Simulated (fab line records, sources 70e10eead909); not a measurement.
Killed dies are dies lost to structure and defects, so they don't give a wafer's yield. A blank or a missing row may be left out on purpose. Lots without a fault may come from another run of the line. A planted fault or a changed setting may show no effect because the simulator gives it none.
Which tool did it? | flow nand_harc | 9 lots, 27 wafers sampled, at 6 steps of a route of 1302

WHAT THE GAUGES READ, wafer by wafer
NHARC_END_WLT_00.
lot  | measured     | on        | VT_DECK1_BOTTOM   | VT_DECK1_BOTTOM_INNER | VT_DECK1_MEDIAN_NEAR_BOTTOM | VT_DECK1_MEDIAN_NEAR_BOTTOM_INNER | VT_DECK1_MIDDLE   | VT_DECK1_MIDDLE_INNER | VT_DECK1_TOP      | VT_DECK1_TOP_INNER | VT_DECK2_BOTTOM   | VT_DECK2_BOTTOM_INNER | VT_DECK2_MEDIAN_NEAR_BOTTOM | VT_DECK2_MEDIAN_NEAR_BOTTOM_INNER | VT_DECK2_MIDDLE   | VT_DECK2_MIDDLE_INNER | VT_DECK2_TOP      | VT_DECK2_TOP_INNER
L726 | day 24 09:59 | prober-02 | 0.874 0.860 0.857 | 0.871 0.860 0.859     | 0.878 0.858 0.867           | 0.865 0.864 0.856                 | 0.896 0.877 0.869 | 0.887 0.878 0.878     | 0.894 0.895 0.897 | 0.902 0.910 0.889  | 0.861 0.849 0.849 | 0.862 0.850 0.867     | 0.865 0.862 0.865           | 0.865 0.855 0.851                 | 0.871 0.866 0.874 | 0.868 0.865 0.874     | 0.881 0.883 0.878 | 0.891 0.882 0.890
L727 | day 25 03:08 | prober-01 | 0.868 0.873 0.872 | 0.863 0.872 0.870     | 0.865 0.866 0.868           | 0.869 0.866 0.871                 | 0.881 0.876 0.885 | 0.873 0.886 0.878     | 0.882 0.880 0.889 | 0.884 0.881 0.892  | 0.869 0.868 0.869 | 0.872 0.862 0.866     | 0.867 0.864 0.876           | 0.872 0.872 0.859                 | 0.887 0.891 0.889 | 0.885 0.880 0.884     | 0.897 0.896 0.894 | 0.900 0.897 0.895
L729 | day 25 12:23 | prober-01 | 0.868 0.867 0.867 | 0.869 0.862 0.861     | 0.863 0.868 0.857           | 0.873 0.876 0.859                 | 0.877 0.883 0.877 | 0.880 0.884 0.872     | 0.886 0.895 0.885 | 0.883 0.893 0.894  | 0.875 0.859 0.867 | 0.868 0.871 0.875     | 0.871 0.864 0.860           | 0.866 0.870 0.863                 | 0.882 0.878 0.886 | 0.881 0.874 0.876     | 0.893 0.889 0.882 | 0.893 0.880 0.891
L730 | day 25 20:43 | prober-01 | 0.878 0.874 0.886 | 0.889 0.881 0.883     | 0.885 0.871 0.887           | 0.880 0.875 0.883                 | 0.894 0.895 0.896 | 0.890 0.889 0.894     | 0.911 0.900 0.911 | 0.905 0.906 0.915  | 0.876 0.881 0.870 | 0.876 0.873 0.865     | 0.881 0.868 0.886           | 0.881 0.875 0.876                 | 0.893 0.885 0.884 | 0.891 0.889 0.885     | 0.896 0.897 0.897 | 0.900 0.894 0.899
L732 | day 27 06:35 | prober-02 | 0.876 0.867 0.867 | 0.864 0.859 0.871     | 0.876 0.861 0.869           | 0.872 0.871 0.871                 | 0.886 0.878 0.883 | 0.893 0.880 0.880     | 0.896 0.892 0.889 | 0.902 0.889 0.897  | 0.870 0.877 0.871 | 0.876 0.879 0.875     | 0.873 0.865 0.875           | 0.871 0.876 0.879                 | 0.887 0.889 0.894 | 0.885 0.881 0.878     | 0.894 0.895 0.892 | 0.891 0.905 0.904
L737 | day 29 00:20 | prober-02 | 0.863 0.869 0.868 | 0.861 0.862 0.865     | 0.861 0.874 0.868           | 0.861 0.865 0.867                 | 0.883 0.878 0.887 | 0.880 0.875 0.875     | 0.886 0.886 0.885 | 0.891 0.895 0.892  | 0.867 0.853 0.870 | 0.859 0.860 0.863     | 0.869 0.855 0.857           | 0.862 0.857 0.867                 | 0.876 0.878 0.874 | 0.881 0.864 0.875     | 0.885 0.880 0.875 | 0.878 0.884 0.886
L739 | day 29 22:59 | prober-02 | 0.889 0.885 0.875 | 0.883 0.882 0.872     | 0.879 0.886 0.875           | 0.885 0.885 0.877                 | 0.890 0.884 0.895 | 0.896 0.883 0.889     | 0.892 0.906 0.897 | 0.907 0.905 0.898  | 0.870 0.874 0.872 | 0.874 0.870 0.869     | 0.872 0.861 0.880           | 0.875 0.875 0.874                 | 0.883 0.890 0.884 | 0.881 0.884 0.893     | 0.903 0.900 0.896 | 0.899 0.898 0.897
L746 | day 32 14:34 | prober-01 | 0.951 0.952 0.939 | 0.949 0.947 0.949     | 0.945 0.949 0.952           | 0.949 0.943 0.954                 | 0.968 0.958 0.973 | 0.963 0.964 0.976     | 0.971 0.981 0.981 | 0.976 0.987 0.973  | 0.873 0.858 0.867 | 0.863 0.875 0.867     | 0.871 0.869 0.870           | 0.866 0.869 0.858                 | 0.881 0.865 0.883 | 0.876 0.891 0.874     | 0.886 0.893 0.892 | 0.891 0.892 0.892
L749 | day 34 16:24 | prober-02 | 0.950 0.943 0.943 | 0.948 0.953 0.952     | 0.942 0.945 0.952           | 0.956 0.951 0.947                 | 0.967 0.975 0.959 | 0.971 0.971 0.965     | 0.983 0.993 0.987 | 0.989 0.992 0.980  | 0.863 0.874 0.879 | 0.865 0.861 0.874     | 0.873 0.880 0.876           | 0.869 0.870 0.877                 | 0.875 0.880 0.878 | 0.885 0.885 0.883     | 0.890 0.898 0.902 | 0.883 0.893 0.890

NHARC_END_SORT_01.
lot  | measured     | on        | killed_at_array | killed_at_other | killed_at_periphery | killed_dies | killed_open | killed_short
L726 | day 24 13:17 | prober-02 | 41 53 41        | 0 1 1           | 1 0 1               | 42 54 43    | 3 3 0       | 0 1 1
L730 | day 26 00:02 | prober-01 | 38 49 32        | 1 0 0           | 5 2 3               | 44 51 35    | 2 3 1       | 2 3 2
L732 | day 27 09:38 | prober-02 | 60 72 76        | 0 0 1           | 2 1 4               | 62 73 81    | 3 1 5       | 3 5 4
L739 | day 30 02:36 | prober-02 | 84 93 78        | 2 5 3           | 8 8 2               | 94 106 83   | 6 4 4       | 2 3 2

WHICH TOOL RAN EACH LOT (tool, then ch and the chambers of the sampled wafers, then the start)
lot  | NHARC_A_CHANNEL_HOLE_D1_ETCH_25  | NHARC_A_CHANNEL_FILL_D1_ETCHBACK_19 | NHARC_A_CHANNEL_FILL_D1_CVD_05   | NHARC_A_CHANNEL_FILL_D1_CMP_10
L726 | har_etch-01 ch 0, day 8 21:59    | rie_si-03 ch 2,3, day 10 02:25      | lpcvd_poly-03 ch 0, day 10 05:06 | cmp-03 ch 1,2, day 11 02:11
L727 | har_etch-01 ch 1, day 9 16:02    | rie_si-05 ch 0,1,3, day 10 20:53    | lpcvd_poly-04 ch 0, day 11 00:32 | cmp-01 ch 0,2, day 11 21:12
L729 | har_etch-01 ch 0,1, day 10 00:19 | rie_si-05 ch 0,2,3, day 11 03:59    | lpcvd_poly-04 ch 0, day 11 06:34 | cmp-02 ch 0,1,2, day 12 03:11
L730 | har_etch-01 ch 0,1, day 10 11:14 | rie_si-03 ch 0,1,2, day 11 13:29    | lpcvd_poly-03 ch 0, day 11 16:09 | cmp-03 ch 1,2, day 12 12:44
L732 | har_etch-01 ch 0,1, day 11 02:52 | rie_si-03 ch 0,2,3, day 12 07:23    | lpcvd_poly-02 ch 0, day 12 10:10 | cmp-01 ch 0,2,3, day 13 06:52
L737 | har_etch-01 ch 0,1, day 13 08:36 | rie_si-03 ch 0,1,3, day 14 19:50    | lpcvd_poly-02 ch 0, day 14 22:40 | cmp-01 ch 1,2,3, day 15 21:28
L739 | har_etch-02 ch 0,1, day 14 07:57 | rie_si-03 ch 0,1, day 15 11:10      | lpcvd_poly-02 ch 0, day 15 13:58 | cmp-01 ch 0,1, day 16 07:47
L746 | har_etch-01 ch 0,1, day 17 03:44 | rie_si-03 ch 0,1,2, day 18 06:47    | lpcvd_poly-04 ch 0, day 18 09:24 | cmp-01 ch 0,1,2, day 19 07:20
L749 | har_etch-01 ch 0,1, day 18 12:19 | rie_si-03 ch 0,1,2, day 19 15:04    | lpcvd_poly-04 ch 0, day 19 17:40 | cmp-02 ch 2,3, day 20 14:46
- NHARC_A_CHANNEL_HOLE_D1_ETCH_25: etches the open film in C4F8/O2/Ar, time 1040.2 s, target depth 1500 nm.
- NHARC_A_CHANNEL_FILL_D1_ETCHBACK_19: etches the open film in HBr/Cl2, target depth 5 nm, time 1.7 s.
- NHARC_A_CHANNEL_FILL_D1_CVD_05: deposits poly-Si, target thk 5 nm.
- NHARC_A_CHANNEL_FILL_D1_CMP_10: polishes, target thk 150 nm.

WHAT THE TOOLS THEMSELVES READ (means of the sampled wafers that have a number; where no wafer has one, the mark that the record gives instead)
NHARC_A_CHANNEL_HOLE_D1_ETCH_25.
lot  | tool        | drypump_motor_current_A (A) | showerhead_plenum_p_Torr (Torr) | temp_c (C) | throttle_valve_pct (%)
L726 | har_etch-01 | 6.21                        | 3.63                            | -20.07     | 32.243
L727 | har_etch-01 | 6.25                        | 3.50                            | -20.09     | 32.234
L729 | har_etch-01 | 6.24                        | 3.54                            | -19.80     | 32.244
L730 | har_etch-01 | 6.22                        | 3.53                            | -20.04     | 32.232
L732 | har_etch-01 | 6.24                        | 3.57                            | -20.06     | 32.241
L737 | har_etch-01 | 6.25                        | 3.51                            | -19.96     | 32.237
L739 | har_etch-02 | 5.77                        | 3.46                            | -20.05     | 32.248
L746 | har_etch-01 | 6.25                        | 3.49                            | -20.02     | 32.234
L749 | har_etch-01 | 6.25                        | 3.52                            | -20.02     | 32.230

NHARC_A_CHANNEL_FILL_D1_ETCHBACK_19.
lot  | tool      | drypump_motor_current_A (A) | hbr_flow_sccm (sccm) | oes_product_au (a.u.) | throttle_valve_pct (%)
L726 | rie_si-03 | 6.2                         | 150.3                | 1.010                 | 26.413
L727 | rie_si-05 | 5.5                         | 150.3                | 1.006                 | 26.406
L729 | rie_si-05 | 5.7                         | 150.2                | 1.000                 | 26.400
L730 | rie_si-03 | 6.1                         | 150.0                | 0.990                 | 26.410
L732 | rie_si-03 | 6.1                         | 150.5                | 0.993                 | 26.398
L737 | rie_si-03 | 6.3                         | 150.2                | 0.991                 | 26.405
L739 | rie_si-03 | 6.2                         | 149.9                | 0.989                 | 26.409
L746 | rie_si-03 | 6.1                         | 150.1                | 0.991                 | 26.411
L749 | rie_si-03 | 6.1                         | 149.6                | 0.994                 | 26.412

NHARC_A_CHANNEL_FILL_D1_CVD_05.
lot  | tool          | spike_tc_bottom_C (C) | spike_tc_centre_C (C) | spike_tc_lower_C (C) | spike_tc_upper_C (C) | zone_power_bottom_pct (%)
L726 | lpcvd_poly-03 | 571.1                 | 549.8                 | 549.1                | 548.5                | 9.7
L727 | lpcvd_poly-04 | 573.5                 | 549.4                 | 549.0                | 550.5                | 11.0
L729 | lpcvd_poly-04 | 572.5                 | 548.5                 | 548.7                | 551.9                | 11.0
L730 | lpcvd_poly-03 | 570.9                 | 550.7                 | 548.6                | 548.3                | 9.8
L732 | lpcvd_poly-02 | 571.4                 | 551.1                 | 549.4                | 549.4                | 8.7
L737 | lpcvd_poly-02 | 571.2                 | 550.6                 | 549.5                | 549.4                | 8.6
L739 | lpcvd_poly-02 | 570.9                 | 550.5                 | 549.1                | 550.1                | 8.8
L746 | lpcvd_poly-04 | 586.9                 | 563.1                 | 562.7                | 563.0                | 11.5
L749 | lpcvd_poly-04 | 587.0                 | 563.9                 | 562.1                | 563.5                | 11.6

NHARC_A_CHANNEL_FILL_D1_CMP_10.
lot  | tool   | motor_current_A (A) | time_to_endpoint_s (s)
L726 | cmp-03 | 11.4                | 14.7
L727 | cmp-01 | 10.6                | 15.6
L729 | cmp-02 | 12.3                | 13.0
L730 | cmp-03 | 11.1                | 13.5
L732 | cmp-01 | 11.5                | 13.9
L737 | cmp-01 | 11.0                | 15.8
L739 | cmp-01 | 12.9                | 13.3
L746 | cmp-01 | 11.5                | 13.1
L749 | cmp-02 | 11.9                | 16.1

THE ANSWER, worked out from the rows above alone
Rule: what is usual is taken from the lots themselves. Put in order of their means at a reading, lots are off if they are a third of the lots or fewer, leave a main group of 4 or more, and stand apart from it by a gap of 3 or more times the standard deviation of the main group's means; of several such gaps the widest counts. A main group whose means are all the same, to the digits that the tables above print for the reading, isn't used. A lot without any number at a reading at which 4 lots or more have one is off too. The other lots that the step has rows for count as sound. The gauges are gone through in route order, then the tools' own readings, and for those a lot's mean is taken as printed above. The first step at which some lot is off is used, and at that step the reading that is off furthest; a lot without a number counts as furthest.
Off: L746, L749, at NHARC_END_WLT_00 (VT_DECK1_MIDDLE_INNER). The main group: mean 0.883, standard deviation 0.0051.
A tool fits if, at a process step before that reading, it ran every lot that is off, and no sound lot after the first of them. The gauges at NHARC_END_WLT_00 aren't tried: what is off there is off at NHARC_A_CHANNEL_FILL_D1_CVD_05 too, on other tools, and a gauge's error can't cause that. Can't be told from this: 3 tools fit, har_etch-01 at NHARC_A_CHANNEL_HOLE_D1_ETCH_25, rie_si-03 at NHARC_A_CHANNEL_FILL_D1_ETCHBACK_19, lpcvd_poly-04 at NHARC_A_CHANNEL_FILL_D1_CVD_05.

WHAT THE SIMULATOR HAD PUT IN
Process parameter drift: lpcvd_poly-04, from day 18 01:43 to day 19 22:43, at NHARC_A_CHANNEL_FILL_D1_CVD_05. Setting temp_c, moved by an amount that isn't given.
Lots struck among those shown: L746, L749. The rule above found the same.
